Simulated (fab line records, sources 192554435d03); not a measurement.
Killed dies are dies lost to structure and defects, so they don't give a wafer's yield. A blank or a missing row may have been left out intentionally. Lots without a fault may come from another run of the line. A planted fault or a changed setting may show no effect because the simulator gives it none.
Matching of chambers || flow n5-finfet || N5_MOL_CONTACT_COAG_ETCH_66 on rie-diel-02 has 4 sister chambers
The step etches SiARC in CF4, target depth 13 nm, time 21.7 s. 16 wafers are shown with their chamber, then 8 later ones without.

## EACH WAFER AND ITS CHAMBER
{"wafer": "L080.3", "chamber": 2, "drypump-motor-current-A (A)": 5.1, "showerhead-plenum-p-Torr (Torr)": 2.21, "oes-product-au (a.u.)": 0.63}
{"wafer": "L080.4", "chamber": 0, "drypump-motor-current-A (A)": 6.2, "showerhead-plenum-p-Torr (Torr)": 2.20, "oes-product-au (a.u.)": 0.60}
{"wafer": "L080.5", "chamber": 3, "drypump-motor-current-A (A)": 5.3, "showerhead-plenum-p-Torr (Torr)": 2.21, "oes-product-au (a.u.)": 0.59}
{"wafer": "L082.2", "chamber": 2, "drypump-motor-current-A (A)": 5.1, "showerhead-plenum-p-Torr (Torr)": 2.21, "oes-product-au (a.u.)": 0.63}
{"wafer": "L082.3", "chamber": 1, "drypump-motor-current-A (A)": 5.7, "showerhead-plenum-p-Torr (Torr)": 2.14, "oes-product-au (a.u.)": 0.66}
{"wafer": "L082.6", "chamber": 1, "drypump-motor-current-A (A)": 5.7, "showerhead-plenum-p-Torr (Torr)": 2.14, "oes-product-au (a.u.)": 0.66}
{"wafer": "L084.1", "chamber": 2, "drypump-motor-current-A (A)": 5.1, "showerhead-plenum-p-Torr (Torr)": 2.21, "oes-product-au (a.u.)": 0.62}
{"wafer": "L084.4", "chamber": 3, "drypump-motor-current-A (A)": 5.3, "showerhead-plenum-p-Torr (Torr)": 2.20, "oes-product-au (a.u.)": 0.58}
{"wafer": "L084.6", "chamber": 2, "drypump-motor-current-A (A)": 5.1, "showerhead-plenum-p-Torr (Torr)": 2.21, "oes-product-au (a.u.)": 0.62}
{"wafer": "L087.1", "chamber": 0, "drypump-motor-current-A (A)": 6.2, "showerhead-plenum-p-Torr (Torr)": 2.19, "oes-product-au (a.u.)": 0.58}
{"wafer": "L087.2", "chamber": 2, "drypump-motor-current-A (A)": 5.1, "showerhead-plenum-p-Torr (Torr)": 2.20, "oes-product-au (a.u.)": 0.61}
{"wafer": "L087.4", "chamber": 0, "drypump-motor-current-A (A)": 6.1, "showerhead-plenum-p-Torr (Torr)": 2.19, "oes-product-au (a.u.)": 0.59}
{"wafer": "L088.1", "chamber": 2, "drypump-motor-current-A (A)": 5.1, "showerhead-plenum-p-Torr (Torr)": 2.20, "oes-product-au (a.u.)": 0.61}
{"wafer": "L088.3", "chamber": 0, "drypump-motor-current-A (A)": 6.2, "showerhead-plenum-p-Torr (Torr)": 2.19, "oes-product-au (a.u.)": 0.58}
{"wafer": "L088.5", "chamber": 2, "drypump-motor-current-A (A)": 5.1, "showerhead-plenum-p-Torr (Torr)": 2.20, "oes-product-au (a.u.)": 0.61}
{"wafer": "L092.2", "chamber": 0, "drypump-motor-current-A (A)": 6.2, "showerhead-plenum-p-Torr (Torr)": 2.19, "oes-product-au (a.u.)": 0.58}

SIGNATURES (averages over the wafers above)
{"reading": "drypump-motor-current-A", "chamber 0": 6.180, "chamber 1": 5.700, "chamber 2": 5.100, "chamber 3": 5.300, "scatter within a chamber": 0.0258}
{"reading": "showerhead-plenum-p-Torr", "chamber 0": 2.1920, "chamber 1": 2.1400, "chamber 2": 2.2057, "chamber 3": 2.2050, "scatter within a chamber": 0.00501}
{"reading": "oes-product-au", "chamber 0": 0.5860, "chamber 1": 0.6600, "chamber 2": 0.6186, "chamber 3": 0.5850, "scatter within a chamber": 0.00844}
Rule: distance of a wafer from a chamber = root of the sum over the readings of ((wafer's reading minus chamber's mean) / reading's scatter) squared. If the next closest chamber is less than 2 further off than the closest, the wafer can't be placed; otherwise it belongs to the closest. The scatter: the root of (the sum of the squares of (reading less its chamber's mean) over the shown wafers, divided by (wafers less chambers)).

## WAFERS MISSING THEIR CHAMBER
{"wafer": "L092.4", "drypump-motor-current-A (A)": 5.1, "showerhead-plenum-p-Torr (Torr)": 2.20, "oes-product-au (a.u.)": 0.61}
{"wafer": "L092.6", "drypump-motor-current-A (A)": 5.7, "showerhead-plenum-p-Torr (Torr)": 2.14, "oes-product-au (a.u.)": 0.64}
{"wafer": "L093.1", "drypump-motor-current-A (A)": 5.3, "showerhead-plenum-p-Torr (Torr)": 2.20, "oes-product-au (a.u.)": 0.82}
{"wafer": "L093.5", "drypump-motor-current-A (A)": 6.2, "showerhead-plenum-p-Torr (Torr)": 2.19, "oes-product-au (a.u.)": 0.58}
{"wafer": "L093.6", "drypump-motor-current-A (A)": 5.3, "showerhead-plenum-p-Torr (Torr)": 2.20, "oes-product-au (a.u.)": 0.82}
{"wafer": "L096.1", "drypump-motor-current-A (A)": 5.7, "showerhead-plenum-p-Torr (Torr)": 2.13, "oes-product-au (a.u.)": 0.64}
{"wafer": "L096.3", "drypump-motor-current-A (A)": 5.3, "showerhead-plenum-p-Torr (Torr)": 2.20, "oes-product-au (a.u.)": 0.80}
{"wafer": "L096.5", "drypump-motor-current-A (A)": 5.1, "showerhead-plenum-p-Torr (Torr)": 2.20, "oes-product-au (a.u.)": 0.61}

## EACH ONE'S CHAMBER
{"wafer": "L092.4", "from the rows above": 2, "in truth": 2}
{"wafer": "L092.6", "from the rows above": 1, "in truth": 1}
{"wafer": "L093.1", "from the rows above": 2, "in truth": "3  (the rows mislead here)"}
{"wafer": "L093.5", "from the rows above": 0, "in truth": 0}
{"wafer": "L093.6", "from the rows above": 2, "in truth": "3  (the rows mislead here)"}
{"wafer": "L096.1", "from the rows above": 1, "in truth": 1}
{"wafer": "L096.3", "from the rows above": 2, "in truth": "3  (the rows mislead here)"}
{"wafer": "L096.5", "from the rows above": 2, "in truth": 2}
5 of 8 placed correctly. Can't be placed from these rows: 0. Wrongly placed: 3.
